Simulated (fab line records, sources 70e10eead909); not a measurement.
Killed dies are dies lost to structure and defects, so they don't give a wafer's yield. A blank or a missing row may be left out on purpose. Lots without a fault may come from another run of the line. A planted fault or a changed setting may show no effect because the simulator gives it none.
fab line records | flow nand_harc
record lots=5 wafers=15 last_day=22
route steps=1159 shown P_STI@88 P_GATE@110
lots that met no fault: from a run of the same line without faults
start_h: hours from the record's first day to the start of the lot's first wafer shown | wait_h: hours since the lot's step before | " the same as in the row above | L1.1+2: a row that stands for several wafers | - no value, or no start given | * or withheld: withheld | < > ~ a bound
route shown NAME@n: a module of which the file shows steps, and the number in the route of the first | usual: mean/standard deviation of fault-free wafers | same: alike in all rows | chamber/n: place in a boat | sites: the reading at each site | _std_site: their standard deviation | _edge_site: outer sites' mean less inner sites' | radius_mm: how far each site lies from the wafer's centre | mask NAME#n: copy n | behind: the tool/chamber that last shaped the wafer | hold: why the lot was held/for how many hours/how that ended | device: the transistor (n, p or np) that didn't switch | end of line: the same wafers' tests at the end of the route | a step without rows: its recipe alone | killed: dies lost to structure and defects at the first sort, not the wafer's yield | map: a wafer's dies, x killed, . not, _ none there
set.NAME: the setting as run; set.NAME@STEP: as run at that earlier step | model.NAME: the simulator's own value behind a step, which no gauge read
lots at some steps of the route; a table a step, a row a wafer
services: from which hour (start_h, from the record's first day; less than 0 if before it) a tool's chamber was out of use, for how many hours, and why
## steps
# step NHARC_P_STI_ETCH_42
# recipe target_depth_a=800 overetch_a=240 time_s=61 ion_energy_ev=200 n2_flow_sccm=150 h2_flow_sccm=150 ar_flow_sccm=0 rf_w=400 bias_w=150 chemistry=N2/H2
# usual drypump_motor_current_A=5.7/0.35 oes_product_au=0.999/0.0088 rf_vpp_V=430.2/2.3 showerhead_plenum_p_Torr=2.03/0.08 throttle_valve_pct=14.172/0.0094
# columns lot.wafer tool chamber start_h wait_h drypump_motor_current_A oes_product_au rf_hours_counter_h rf_vpp_V showerhead_plenum_p_Torr throttle_valve_pct
L077.2 rie_diel-03 1 50.29 0.1 5.2 1.009 0 428.7 1.94 14.182
L077.3 " 2 " " 5.6 1.003 0 433.3 2.16 14.171
L077.1 " 0 " " 5.6 0.983 0 431.9 2.08 14.172
L080.3 rie_diel-04 3 71.27 0.1 5.2 0.999 3 430.6 2.04 14.166
L080.4 " 2 " " 5.1 1.005 - 426.2 1.91 14.171
L080.5 " 3 " " 5.2 0.985 - 429.6 2.05 14.179
L084.3 rie_diel-04 2 100.14 0.1 5.1 1.007 4 426.2 1.91 14.185
L084.5 " 1 " " 5.9 1.003 - 431.2 2.13 14.176
L084.6 " 2 " " 5.1 1.004 - 427.6 1.91 14.173
L087.1 rie_diel-03 0 112.93 0.1 5.7 0.991 2 432.3 2.08 14.164
L087.3 " 2 " " 5.6 0.982 3 434.7 2.16 14.163
L087.2 " 3 " " 5.7 0.978 2 434.4 2.17 14.150
L089.2 rie_diel-10 3 126.84 0.1 6.2 0.999 9 429.3 1.99 14.185
L089.3 " 1 " " 5.3 1.008 8 428.7 1.94 14.172
L089.4 " 2 " " 5.9 1.020 8 430.3 2.00 14.178
# step NHARC_P_STI_ETCH_31
# recipe target_depth_a=1089 time_s=54.5 cf4_flow_sccm=100 chf3_flow_sccm=30 ar_flow_sccm=0 rf_w=500 bias_w=200 chemistry=CF4/CHF3
# usual drypump_motor_current_A=5.7/0.35 oes_product_au=0.960/0.02 rf_vpp_V=370.5/2.2 showerhead_plenum_p_Torr=1.57/0.057 throttle_valve_pct=16.803/0.0085
# columns lot.wafer tool chamber start_h wait_h drypump_motor_current_A oes_product_au rf_hours_counter_h rf_vpp_V showerhead_plenum_p_Torr throttle_valve_pct
L077.1 rie_diel-03 2 - - 5.6 0.982 0 373.5 1.66 16.807
L077.2 " 3 " " 5.8 0.978 0 374.5 1.67 16.804
L077.3 " 0 " " 5.6 0.937 0 370.6 1.60 16.806
L080.3 rie_diel-04 1 - - 5.9 0.968 4 373.0 1.63 16.807
L080.4 " 3 " " 5.3 0.959 - 371.0 1.58 16.795
L080.5 " 1 " " 5.9 0.963 - 372.8 1.64 16.809
L084.3 rie_diel-04 1 - - 5.8 0.969 4 373.1 1.63 16.807
L084.6 " 1 " " 5.8 0.961 - 370.5 1.63 16.813
L084.5 " 2 " " 5.1 0.981 - 368.7 1.48 16.811
L087.3 rie_diel-03 2 - - 5.7 0.979 3 373.4 1.66 16.805
L087.1 " 0 " " 5.6 0.962 2 372.4 1.60 16.798
L087.2 " 1 " " 5.2 0.968 2 366.7 1.50 16.806
L089.2 rie_diel-10 2 - - 5.8 0.987 8 369.3 1.55 16.813
L089.3 " 3 " " 6.2 0.972 9 370.0 1.54 16.815
L089.4 " 0 " " 5.9 0.951 9 372.5 1.61 16.798
# step NHARC_P_STI_ETCH_15
# recipe target_depth_a=3000 taper_deg=4 time_s=100.1 hbr_flow_sccm=150 cl2_flow_sccm=50 rf_w=400 icp_w=400 bias_w=100 chemistry=HBr/Cl2
# usual drypump_motor_current_A=5.8/0.36 hbr_flow_sccm=150.0/0.42 mfc_cl2_sccm=50.02/0.16 oes_product_au=1.002/0.0099 throttle_valve_pct=26.406/0.0087
# columns lot.wafer tool chamber start_h wait_h drypump_motor_current_A hbr_flow_sccm mfc_cl2_sccm oes_product_au rf_hours_counter_h throttle_valve_pct
L077.3 rie_si-05 3 50.48 - 5.4 149.9 49.99 0.993 1.0 26.404
L077.2 " 0 " " 5.9 149.7 50.12 1.000 1.0 26.398
L077.1 " 2 " " 6.0 149.8 50.14 1.000 1.2 26.396
L080.3 rie_si-05 2 71.48 - 6.0 149.1 49.95 1.021 0.0 26.406
L080.4 " 1 " " 6.1 151.2 50.11 1.014 0.0 26.409
L080.5 " 3 " " 5.4 150.4 49.90 1.019 - 26.412
L084.3 rie_si-05 2 100.39 - 6.0 150.0 49.87 1.023 0.2 26.408
L084.5 " 0 " " 5.9 150.0 50.35 1.010 - 26.406
L084.6 " 1 " " 6.1 150.7 49.93 1.001 - 26.403
L087.1 rie_si-06 1 113.12 - 6.6 150.3 49.88 1.000 0.7 26.396
L087.2 " 3 " " 5.9 149.2 49.86 0.992 0.7 26.406
L087.3 " 0 " " 5.5 149.9 49.96 0.999 0.7 26.414
L089.3 rie_si-06 2 127.04 - 5.3 149.6 49.95 0.992 0.8 26.401
L089.4 " 3 " " 5.9 149.8 49.94 0.997 0.8 26.405
L089.2 " 0 " " 5.5 149.9 50.33 0.995 0.7 26.397
# step NHARC_P_STI_CD_MEAS_16
# usual cd_nm=199.6/2.6
# columns lot.wafer tool chamber start_h wait_h cd_nm
L077.1 cd_sem-01 - 50.64 - 200.1
L077.2 " - " " 203.2
L077.3 " - " " 200.1
L080.3 cd_sem-01 - 71.65 - 202.4
L080.4 " - " " 201.1
L080.5 " - " " 199.3
L084.3 cd_sem-03 - 100.53 - 197.2
L084.5 " - " " 197.2
L084.6 " - " " 194.5
L087.1 cd_sem-03 - 113.28 - 201.5
L087.2 " - " " 194.9
L087.3 " - " " 192.6
L089.2 cd_sem-02 - 127.19 - 199.1
L089.3 " - " " 200.4
L089.4 " - " " 202.3
# step NHARC_P_STI_OCD_MEAS_17
# usual trench_depth_nm=302/4.8 trench_foot_cd_nm=157.8/2.6
# columns lot.wafer tool chamber start_h wait_h trench_depth_nm trench_foot_cd_nm
L077.1 ocd-02 - 50.73 0.1 305 156.7
L077.2 " - " " 299 160.7
L077.3 " - " " 302 158.7
L080.3 ocd-02 - 71.73 0.1 310 157.5
L080.4 " - " " 311 157.5
L080.5 " - " " 307 155.4
L084.3 ocd-01 - 100.62 0.1 312 154.5
L084.5 " - " " 304 156.3
L084.6 " - " " 305 152.7
L087.1 ocd-02 - 113.37 0.1 299 159.3
L087.2 " - " " 295 155.0
L087.3 " - " " 304 151.2
L089.2 ocd-01 - 127.28 0.1 301 156.1
L089.3 " - " " 295 158.0
L089.4 " - " " 300 160.6
# step NHARC_P_STI_STRIP_19
# recipe time_s=900 temp_c=130 chemistry=SPM
# usual bath_heat_duty_pct=15.0/1.5 temp_c=129.99/0.15
# columns lot.wafer tool chamber start_h wait_h bath_heat_duty_pct temp_c
L077.3 wet_bench-01 6 50.78 0.0 15.1 129.92
L077.1 " 2 " " 14.0 129.77
L077.2 " 3 " " 15.0 129.97
L080.4 wet_bench-09 7 71.79 0.0 12.6 130.27
L080.5 " 2 " " 14.5 130.34
L080.3 " 3 " " 15.0 130.41
L084.5 wet_bench-09 6 100.70 0.1 13.7 130.17
L084.6 " 7 " " 12.7 129.79
L084.3 " 0 " " 17.1 130.08
L087.1 wet_bench-03 5 113.44 0.1 13.9 130.09
L087.2 " 7 " " 15.1 130.04
L087.3 " 0 " " 15.3 130.36
L089.4 wet_bench-01 0 127.34 0.1 14.6 130.11
L089.2 " 2 " " 13.0 130.02
L089.3 " 4 " " 14.8 129.98
# step NHARC_P_STI_PRECLEAN_32
# recipe time_s=* temp_c=50 bath_age_min=0 chemistry=SC1
# usual bath_heat_duty_pct=7.1/0.78 temp_c=49.99/0.12
# columns lot.wafer tool chamber start_h wait_h bath_heat_duty_pct temp_c
L077.3 wet_bench-01 6 - - 6.7 49.87
L077.1 " 2 " " 7.4 49.78
L077.2 " 3 " " 6.7 50.17
L080.4 wet_bench-09 7 - - 6.7 50.06
L080.5 " 2 " " 6.6 49.95
L080.3 " 3 " " 7.8 49.93
L084.5 wet_bench-09 6 - - 5.4 49.75
L084.6 " 7 " " 6.1 49.95
L084.3 " 0 " " 8.0 50.08
L087.1 wet_bench-03 5 - - 7.4 50.12
L087.2 " 7 " " 7.3 49.89
L087.3 " 0 " " 6.9 50.21
L089.4 wet_bench-01 0 - - 7.4 50.05
L089.2 " 2 " " 7.2 49.92
L089.3 " 4 " " 7.9 50.19
# step NHARC_P_STI_SRD_23
# columns lot.wafer tool chamber start_h wait_h
L077.3+1+2 wet_bench-01 6,2,3 - -
L080.4+5+3 wet_bench-09 7,2,3 - -
L084.5+6+3 wet_bench-09 6,7,0 - -
L087.1+2+3 wet_bench-03 5,7,0 - -
L089.4+2+3 wet_bench-01 0,2,4 - -
# step NHARC_P_STI_OCD_MEAS_43
# usual trench_depth_nm=301/4.7 trench_foot_cd_nm=157.8/2.5
# columns lot.wafer tool chamber start_h wait_h trench_depth_nm trench_foot_cd_nm
L077.1 ocd-02 - 51.23 - 306 156.8
L077.2 " - " " 300 160.4
L077.3 " - " " 302 158.7
L080.3 ocd-01 - 72.24 - 310 158.0
L080.4 " - " " 310 157.3
L080.5 " - " " 306 155.7
L084.3 ocd-01 - 101.13 - 312 154.4
L084.5 " - " " 303 155.7
L084.6 " - " " 305 153.0
L087.1 ocd-01 - 113.87 - 299 159.8
L087.2 " - " " 294 155.1
L087.3 " - " " 303 150.8
L089.2 ocd-02 - 127.79 - 302 155.9
L089.3 " - " " 295 157.7
L089.4 " - " " 300 161.3
# step NHARC_P_STI_OXIDE_33
# recipe target_thk_a=100 temp_c=1000 ox_time_s=281 material=SiO2
# usual zone_power_lower_pct=22.6/0.63 zone_power_top_pct=45/4.1 zone_power_upper_pct=21.2/1.7
# columns lot.wafer tool chamber start_h wait_h zone_power_lower_pct zone_power_top_pct zone_power_upper_pct
L077.1 furnace-01 0 55.18 3.9 22.7 43 20.2
L077.2 " 0 " " 22.5 42 20.1
L077.3 " 0 " " 23.0 43 20.3
L080.3 furnace-01 0 79.66 7.4 22.7 42 20.1
L080.4 " 0 " " 22.4 42 19.9
L080.5 " 0 " " 23.0 43 20.1
L084.3 furnace-01 0 106.60 5.5 23.0 43 20.4
L084.5 " 0 " " 23.1 43 20.2
L084.6 " 0 " " 22.8 42 20.4
L087.1 furnace-01 0 117.52 3.6 22.7 42 20.0
L087.2 " 0 " " 22.3 42 20.1
L087.3 " 0 " " 22.5 43 20.5
L089.2 furnace-01 0 129.14 1.3 22.9 42 19.9
L089.3 " 0 " " 22.9 42 20.5
L089.4 " 0 " " 22.8 42 20.2
# step NHARC_P_STI_HDPCVD_20
# recipe target_thk_a=withheld sigma_open_frac=withheld material=SiO2
# columns lot.wafer tool chamber start_h wait_h
L077.1+2+3 hdpcvd-01 0,1,0 60.43 0.9
L080.3+4+5 hdpcvd-01 0,1,1 84.54 0.5
L084.3+6+5 hdpcvd-01 0,1,0 124.74 13.8
L087.1+2+3 hdpcvd-01 1,0,0 124.98 3.3
L089.2+3+4 hdpcvd-01 1,0,1 134.41 1.0
# step NHARC_P_STI_ANNEAL_34
# recipe temp_c=1000 time_s=1800
# usual zone_power_lower_pct=22.9/0.67 zone_power_top_pct=47/4.6 zone_power_upper_pct=22.4/2.3
# columns lot.wafer tool chamber start_h wait_h zone_power_lower_pct zone_power_top_pct zone_power_upper_pct
L077.1 furnace-01 0 64.14 3.6 22.6 42 20.3
L077.2 " 0 " " 23.0 41 20.0
L077.3 " 0 " " 23.0 42 20.3
L080.3 furnace-01 0 92.06 7.4 22.4 42 20.3
L080.4 " 0 " " 22.9 42 20.1
L080.5 " 0 " " 22.9 42 20.2
L084.3 furnace-04 0 129.73 4.9 23.4 51 25.0
L084.5 " 0 " " 23.6 52 25.0
L084.6 " 0 " " 23.5 51 25.0
L087.1 furnace-04 0 129.73 4.7 23.4 51 25.0
L087.2 " 0 " " 23.5 51 25.2
L087.3 " 0 " " 23.3 51 24.7
L089.2 furnace-04 0 138.10 3.6 23.6 51 24.7
L089.3 " 0 " " 23.2 51 25.1
L089.4 " 0 " " 23.5 51 24.9
# step NHARC_P_STI_CMP_21
# recipe t_overpolish_s=20 target_thk_nm=380.67
# usual motor_current_A=12.0/1.1 overpolish_run_s=19.999/0.0083
# columns lot.wafer tool chamber start_h wait_h motor_current_A overpolish_run_s
L077.2 cmp-02 3 69.12 0.4 12.2 20.019
L077.1 " 0 " " 13.1 20.001
L077.3 " 1 " " 11.8 19.998
L080.4 cmp-02 0 96.98 0.4 13.6 20.000
L080.3 " 3 " " 11.6 19.997
L080.5 " 1 " " 11.7 20.006
L084.3 cmp-03 0 134.68 0.4 10.6 20.008
L084.6 " 2 " " 13.5 20.004
L084.5 " 3 " " 11.4 20.001
L087.2 cmp-03 0 134.78 0.5 10.3 19.999
L087.3 " 2 " " 12.7 19.987
L087.1 " 3 " " 11.7 19.998
L089.4 cmp-01 3 142.98 0.4 11.7 19.998
L089.2 " 0 " " 12.4 19.992
L089.3 " 1 " " 14.1 19.993
# step NHARC_P_STI_SRD_35
# columns lot.wafer tool chamber start_h wait_h
L077.2+3+1 wet_bench-09 3,4,0 69.40 0.0
L080.4+5+3 wet_bench-09 2,3,4 97.28 0.0
L084.6+5+3 wet_bench-09 4,0,1 134.93 0.0
L087.1+2+3 wet_bench-09 6,7,3 135.08 0.0
L089.3+4+2 wet_bench-03 1,2,3 143.30 0.1
# step NHARC_P_STI_ETCH_36
# recipe target_depth_a=388 chemistry=dHF material=SiO2
# columns lot.wafer tool chamber start_h wait_h
L077.2+3+1 wet_bench-09 3,4,0 69.42 0.0
L080.4+5+3 wet_bench-09 2,3,4 97.31 0.0
L084.6+5+3 wet_bench-09 4,0,1 134.96 0.0
L087.1+2+3 wet_bench-09 6,7,3 135.11 0.0
L089.3+4+2 wet_bench-03 1,2,3 143.32 0.0
# step NHARC_P_STI_STRIP_24
# recipe temp_c=160 chemistry=H3PO4 material=Si3N4
# usual bath_heat_duty_pct=26.6/2.4 temp_c=160.00/0.17
# columns lot.wafer tool chamber start_h wait_h bath_heat_duty_pct temp_c
L077.2 wet_bench-09 3 69.44 0.0 28.6 160.07
L077.3 " 4 " " 28.4 159.75
L077.1 " 0 " " 29.4 159.83
L080.4 wet_bench-09 2 97.32 0.0 27.7 160.05
L080.5 " 3 " " 29.4 159.68
L080.3 " 4 " " 26.5 159.84
L084.6 wet_bench-09 4 134.97 0.0 27.2 159.95
L084.5 " 0 " " 29.9 159.85
L084.3 " 1 " " 24.7 160.07
L087.1 wet_bench-09 6 135.12 0.0 26.6 159.77
L087.2 " 7 " " 22.8 159.88
L087.3 " 3 " " 27.7 159.94
L089.3 wet_bench-03 1 143.34 0.0 24.5 160.22
L089.4 " 2 " " 27.2 160.07
L089.2 " 3 " " 34.2 159.93
# step NHARC_P_STI_ETCH_37
# recipe target_depth_a=110 chemistry=dHF material=SiO2
# columns lot.wafer tool chamber start_h wait_h
L077.2+3+1 wet_bench-09 3,4,0 - -
L080.4+5+3 wet_bench-09 2,3,4 - -
L084.6+5+3 wet_bench-09 4,0,1 - -
L087.1+2+3 wet_bench-09 6,7,3 - -
L089.3+4+2 wet_bench-03 1,2,3 - -
# step NHARC_P_STI_PRECLEAN_38
# recipe time_s=* temp_c=50 bath_age_min=0 chemistry=SC1
# usual bath_heat_duty_pct=7.2/0.78 temp_c=50.01/0.099
# columns lot.wafer tool chamber start_h wait_h bath_heat_duty_pct temp_c
L077.2 wet_bench-09 3 - - 7.8 50.00
L077.3 " 4 " " 7.9 49.93
L077.1 " 0 " " 9.1 50.11
L080.4 wet_bench-09 2 - - 7.5 49.85
L080.5 " 3 " " 8.4 49.98
L080.3 " 4 " " 6.4 49.99
L084.6 wet_bench-09 4 - - 8.3 50.10
L084.5 " 0 " " 7.5 49.85
L084.3 " 1 " " 7.8 50.21
L087.1 wet_bench-09 6 - - 7.6 50.04
L087.2 " 7 " " 6.2 50.15
L087.3 " 3 " " 6.9 49.95
L089.3 wet_bench-03 1 - - 7.1 50.07
L089.4 " 2 " " 7.5 50.06
L089.2 " 3 " " 9.5 49.94
# step NHARC_P_STI_SRD_39
# columns lot.wafer tool chamber start_h wait_h
L077.2+3+1 wet_bench-09 3,4,0 - -
L080.4+5+3 wet_bench-09 2,3,4 - -
L084.6+5+3 wet_bench-09 4,0,1 - -
L087.1+2+3 wet_bench-09 6,7,3 - -
L089.3+4+2 wet_bench-03 1,2,3 - -
# step NHARC_P_STI_OXIDE_40
# recipe target_thk_a=100 temp_c=900 ox_time_s=1362 material=SiO2
# usual zone_power_lower_pct=18.0/0.75 zone_power_top_pct=42.5/2.2 zone_power_upper_pct=19.0/1.1
# columns lot.wafer tool chamber start_h wait_h zone_power_lower_pct zone_power_top_pct zone_power_upper_pct
L077.1 furnace-04 0 76.06 - 18.3 43.4 19.3
L077.2 " 0 " " 18.4 42.3 19.6
L077.3 " 0 " " 18.5 42.9 19.9
L080.3 furnace-04 0 103.40 - 18.7 42.7 19.2
L080.4 " 0 " " 18.2 43.4 19.8
L080.5 " 0 " " 18.7 42.8 19.6
L084.3 furnace-02 0 139.07 - 16.7 43.2 18.3
L084.5 " 0 " " 16.8 43.3 18.3
L084.6 " 0 " " 16.7 43.8 18.5
L087.1 furnace-02 0 139.07 - 16.9 43.6 17.9
L087.2 " 0 " " 16.6 43.3 18.1
L087.3 " 0 " " 16.8 43.1 18.3
L089.2 furnace-04 0 147.40 - 18.1 42.6 19.9
L089.3 " 0 " " 18.8 42.7 19.4
L089.4 " 0 " " 18.5 43.2 19.9
# step NHARC_P_STI_INSPECT_25
# usual raw_defect_count=209/76
# columns lot.wafer tool chamber start_h wait_h raw_defect_count
L077.1 defect_inspect-01 - 80.15 0.4 183
L077.2 " - " " 144
L077.3 " - " " 212
L080.3 defect_inspect-02 - 107.52 0.4 114
L080.4 " - " " 165
L080.5 " - " " 142
L087.1 defect_inspect-02 - 143.09 0.4 179
L087.2 " - " " 234
L087.3 " - " " 398
L084.3 defect_inspect-02 - 143.12 0.4 266
L084.5 " - " " 266
L084.6 " - " " 202
L089.2 defect_inspect-02 - 151.45 0.4 423
L089.3 " - " " 230
L089.4 " - " " 339
# step NHARC_P_GATE_ETCH_69
# recipe target_depth_a=140 chemistry=dHF material=SiO2
# columns lot.wafer tool chamber start_h wait_h
L077.1+2+3 wet_bench-02 7,1,2 80.22 0.1
L080.3+5+4 wet_bench-02 1,2,3 107.62 0.1
L087.2+3+1 wet_bench-02 1,3,6 143.14 0.0
L084.5+6+3 wet_bench-07 1,4,5 143.17 0.0
L089.4+2+3 wet_bench-07 7,1,2 151.50 0.0
# step NHARC_P_GATE_PRECLEAN_70
# recipe time_s=* temp_c=50 bath_age_min=0 chemistry=SC1
# usual bath_heat_duty_pct=6.9/0.81 temp_c=50.02/0.11
# columns lot.wafer tool chamber start_h wait_h bath_heat_duty_pct temp_c
L077.1 wet_bench-02 7 80.30 0.1 6.4 50.07
L077.2 " 1 " " 6.1 49.95
L077.3 " 2 " " 7.8 49.92
L080.3 wet_bench-02 1 107.67 0.0 5.6 49.99
L080.5 " 2 " " 6.8 50.27
L080.4 " 3 " " 6.7 50.00
L087.2 wet_bench-02 1 143.25 0.1 6.2 50.02
L087.3 " 3 " " 6.6 49.96
L087.1 " 6 " " 7.7 50.11
L084.5 wet_bench-07 1 143.27 0.1 7.5 50.11
L084.6 " 4 " " 7.0 50.08
L084.3 " 5 " " 6.2 49.91
L089.4 wet_bench-07 7 151.61 0.1 6.4 50.26
L089.2 " 1 " " 9.1 49.93
L089.3 " 2 " " 8.3 49.98
# step NHARC_P_GATE_SRD_01
# columns lot.wafer tool chamber start_h wait_h
L077.1+2+3 wet_bench-02 7,1,2 - -
L080.3+5+4 wet_bench-02 1,2,3 - -
L087.2+3+1 wet_bench-02 1,3,6 - -
L084.5+6+3 wet_bench-07 1,4,5 - -
L089.4+2+3 wet_bench-07 7,1,2 - -
# step NHARC_P_GATE_OXIDE_02
# recipe target_thk_a=375 temp_c=950 p_h2o_torr=720 ox_time_s=365 material=SiO2
# usual zone_power_lower_pct=22.1/2.4 zone_power_top_pct=41/3.8 zone_power_upper_pct=21.5/1.2
# columns lot.wafer tool chamber start_h wait_h zone_power_lower_pct zone_power_top_pct zone_power_upper_pct
L077.1 furnace-07 0 83.72 - 17.1 39 23.6
L077.2 " 0 " " 17.4 39 23.5
L077.3 " 0 " " 17.3 40 24.0
L080.3 furnace-08 0 110.57 - 22.7 39 20.6
L080.4 " 0 " " 23.1 38 20.3
L080.5 " 0 " " 23.0 38 20.2
L084.3 furnace-06 0 146.37 - 23.4 47 21.5
L084.5 " 0 " " 23.9 46 21.5
L084.6 " 0 " " 23.4 46 21.5
L087.1 furnace-06 0 146.37 - 23.9 47 21.3
L087.2 " 0 " " 23.8 46 21.8
L087.3 " 0 " " 23.6 47 21.5
L089.2 furnace-08 0 154.48 - 22.9 38 20.5
L089.3 " 0 " " 23.0 38 20.7
L089.4 " 0 " " 22.7 38 20.5
# step NHARC_P_GATE_DEHYDRATE_03
# recipe temp_c=150 time_s=120
# usual chill_plate_temp_C=23.01/0.1
# columns lot.wafer tool chamber start_h wait_h chill_plate_temp_C
L077.1 litho_track-02 0 88.27 0.4 22.94
L077.2 " 0 " " 23.04
L077.3 " 0 " " 22.98
L080.3 litho_track-07 0 115.21 0.4 23.19
L080.4 " 0 " " 23.11
L080.5 " 0 " " 23.19
L087.1 litho_track-05 0 150.97 0.4 23.13
L087.2 " 0 " " 23.00
L087.3 " 0 " " 23.10
L084.3 litho_track-05 0 150.99 0.4 22.96
L084.5 " 0 " " 23.07
L084.6 " 0 " " 22.90
L089.2 litho_track-02 0 159.07 0.4 22.91
L089.3 " 0 " " 22.94
L089.4 " 0 " " 22.79
# step NHARC_P_GATE_HMDS_04
# recipe time_s=30
# usual chill_plate_temp_C=23.01/0.095
# columns lot.wafer tool chamber start_h wait_h chill_plate_temp_C
L077.1 litho_track-02 0 - - 22.94
L077.2 " 0 " " 22.98
L077.3 " 0 " " 22.95
L080.3 litho_track-07 0 - - 23.10
L080.4 " 0 " " 23.22
L080.5 " 0 " " 23.22
L087.1 litho_track-05 0 - - 22.89
L087.2 " 0 " " 23.04
L087.3 " 0 " " 23.08
L084.3 litho_track-05 0 - - 22.91
L084.5 " 0 " " 22.95
L084.6 " 0 " " 23.11
L089.2 litho_track-02 0 - - 22.97
L089.3 " 0 " " 23.05
L089.4 " 0 " " 22.98
# step NHARC_P_GATE_COAT_05
# recipe spin_rpm=4690
# usual chill_plate_temp_C=23.01/0.093
# columns lot.wafer tool chamber start_h wait_h chill_plate_temp_C
L077.1 litho_track-02 0 - - 23.13
L077.2 " 0 " " 23.10
L077.3 " 0 " " 23.10
L080.3 litho_track-07 0 - - 23.11
L080.4 " 0 " " 22.92
L080.5 " 0 " " 23.00
L087.1 litho_track-05 0 - - 22.97
L087.2 " 0 " " 23.10
L087.3 " 0 " " 23.10
L084.3 litho_track-05 0 - - 22.89
L084.5 " 0 " " 23.06
L084.6 " 0 " " 23.00
L089.2 litho_track-02 0 - - 23.02
L089.3 " 0 " " 23.03
L089.4 " 0 " " 22.82
# step NHARC_P_GATE_SOFTBAKE_06
# recipe temp_c=122 time_s=95
# usual chill_plate_temp_C=23.00/0.1
# columns lot.wafer tool chamber start_h wait_h chill_plate_temp_C
L077.1 litho_track-02 0 - - 23.18
L077.2 " 0 " " 23.06
L077.3 " 0 " " 23.12
L080.3 litho_track-07 0 - - 22.98
L080.4 " 0 " " 23.00
L080.5 " 0 " " 22.98
L087.1 litho_track-05 0 - - 22.90
L087.2 " 0 " " 22.93
L087.3 " 0 " " 22.95
L084.3 litho_track-05 0 - - 23.00
L084.5 " 0 " " 22.96
L084.6 " 0 " " 22.88
L089.2 litho_track-02 0 - - 23.04
L089.3 " 0 " " 22.91
L089.4 " 0 " " 22.89
# step NHARC_P_GATE_EBR_07
# usual chill_plate_temp_C=22.98/0.11
# columns lot.wafer tool chamber start_h wait_h chill_plate_temp_C
L077.1 litho_track-02 0 - - 22.87
L077.2 " 0 " " 22.92
L077.3 " 0 " " 22.97
L080.3 litho_track-07 0 - - 22.96
L080.4 " 0 " " 22.92
L080.5 " 0 " " 22.90
L087.1 litho_track-05 0 - - 22.86
L087.2 " 0 " " 22.86
L087.3 " 0 " " 23.08
L084.3 litho_track-05 0 - - 23.04
L084.5 " 0 " " 23.10
L084.6 " 0 " " 23.08
L089.2 litho_track-02 0 - - 23.04
L089.3 " 0 " " 22.81
L089.4 " 0 " " 22.81
# step NHARC_P_GATE_EXPOSE_08
# recipe na=0.6 dose_mj=16.75 mask_id=P_HV
# columns lot.wafer tool chamber start_h wait_h mask
L077.1+2+3 krf_scanner-01 0 88.42 - P_HV#0
L080.3+4+5 krf_scanner-03 0 115.53 - P_HV#0
L087.1+2+3 krf_scanner-01 0 151.11 - P_HV#0
L084.3+5+6 krf_scanner-01 0 151.61 - P_HV#0
L089.2+3+4 krf_scanner-01 0 159.51 - P_HV#0
# step NHARC_P_GATE_PEB_09
# recipe peb_temp_c=118 peb_time_s=85
# usual chill_plate_temp_C=22.98/0.1
# columns lot.wafer tool chamber start_h wait_h chill_plate_temp_C
L077.1 litho_track-02 0 88.48 0.1 23.04
L077.2 " 0 " " 23.09
L077.3 " 0 " " 23.08
L080.3 litho_track-07 0 115.59 0.1 23.01
L080.4 " 0 " " 22.97
L080.5 " 0 " " 23.01
L087.1 litho_track-05 0 151.18 0.1 23.07
L087.2 " 0 " " 23.00
L087.3 " 0 " " 22.92
L084.3 litho_track-02 0 151.67 0.1 22.88
L084.5 " 0 " " 22.92
L084.6 " 0 " " 22.97
L089.2 litho_track-02 0 159.57 0.1 22.91
L089.3 " 0 " " 22.88
L089.4 " 0 " " 22.85
# step NHARC_P_GATE_DEVELOP_10
# recipe time_s=70
# usual chill_plate_temp_C=22.99/0.13
# columns lot.wafer tool chamber start_h wait_h chill_plate_temp_C
L077.1 litho_track-02 0 - - 23.01
L077.2 " 0 " " 23.02
L077.3 " 0 " " 23.07
L080.3 litho_track-07 0 - - 23.04
L080.4 " 0 " " 22.99
L080.5 " 0 " " 23.01
L087.1 litho_track-05 0 - - 23.04
L087.2 " 0 " " 23.00
L087.3 " 0 " " 22.99
L084.3 litho_track-02 0 - - 22.96
L084.5 " 0 " " 23.05
L084.6 " 0 " " 22.92
L089.2 litho_track-02 0 - - 23.07
L089.3 " 0 " " 23.27
L089.4 " 0 " " 22.88
# step NHARC_P_GATE_CD_MEAS_11
# recipe target_cd_nm=1640 landing_energy_ev=500
# usual cd_nm=1640.4/1.7
# same landing_energy_ev=500
# columns lot.wafer tool chamber start_h wait_h cd_nm
L077.1 cd_sem-03 0 88.57 - 1638.3
L077.2 " 0 " " 1638.0
L077.3 " 0 " " 1635.5
L080.3 cd_sem-03 0 115.68 - 1640.3
L080.4 " 0 " " 1640.4
L080.5 " 0 " " 1641.9
L087.1 cd_sem-03 0 151.27 - 1643.2
L087.2 " 0 " " 1640.8
L087.3 " 0 " " 1642.5
L084.3 cd_sem-02 0 151.76 - 1641.5
L084.5 " 0 " " 1640.7
L084.6 " 0 " " 1639.6
L089.2 cd_sem-02 0 159.66 - 1642.3
L089.3 " 0 " " 1640.8
L089.4 " 0 " " 1640.1
# step NHARC_P_GATE_HARDBAKE_12
# recipe temp_c=125 time_s=80
# usual chill_plate_temp_C=22.98/0.12
# columns lot.wafer tool chamber start_h wait_h chill_plate_temp_C
L077.1 litho_track-07 0 88.65 - 22.85
L077.2 " 0 " " 23.12
L077.3 " 0 " " 23.22
L080.3 litho_track-02 0 115.76 - 22.96
L080.4 " 0 " " 22.86
L080.5 " 0 " " 23.11
L087.1 litho_track-02 0 151.36 - 22.88
L087.2 " 0 " " 22.81
L087.3 " 0 " " 23.03
L084.3 litho_track-05 0 151.84 - 23.03
L084.5 " 0 " " 23.08
L084.6 " 0 " " 23.03
L089.2 litho_track-07 0 159.74 - 22.83
L089.3 " 0 " " 22.72
L089.4 " 0 " " 22.83
## services
# columns tool chamber start_h hours kind
cmp-02 - 30.54 4.0 pm
krf_scanner-01 - 34.45 0.3 repair
wet_bench-01 - 37.72 8.0 pm
rie_diel-03 - 38.30 9.0 pm
cmp-03 - 58.00 4.0 pm
litho_track-05 - 62.00 7.0 pm
rie_si-05 - 62.00 9.0 pm
wet_bench-07 - 63.05 0.6 repair
rie_diel-03 1 64.86 3.9 repair
rie_diel-10 2 64.92 11.2 repair
cmp-03 - 65.13 2.2 repair
rie_diel-04 0 66.67 17.4 repair
furnace-02 - 75.89 25.2 repair
rie_diel-04 1 76.61 5.8 repair
krf_scanner-01 - 84.00 4.0 pm
wet_bench-02 - 87.57 8.0 pm
wet_bench-07 - 96.00 8.0 pm
rie_si-05 1 102.45 1.5 repair
hdpcvd-01 - 111.00 13.0 pm
rie_diel-04 - 111.90 9.0 pm
wet_bench-09 - 112.80 8.0 pm
rie_diel-03 - 118.65 0.5 repair
wet_bench-03 - 146.40 8.0 pm
rie_diel-03 2 154.61 3.8 repair
## key
fault none
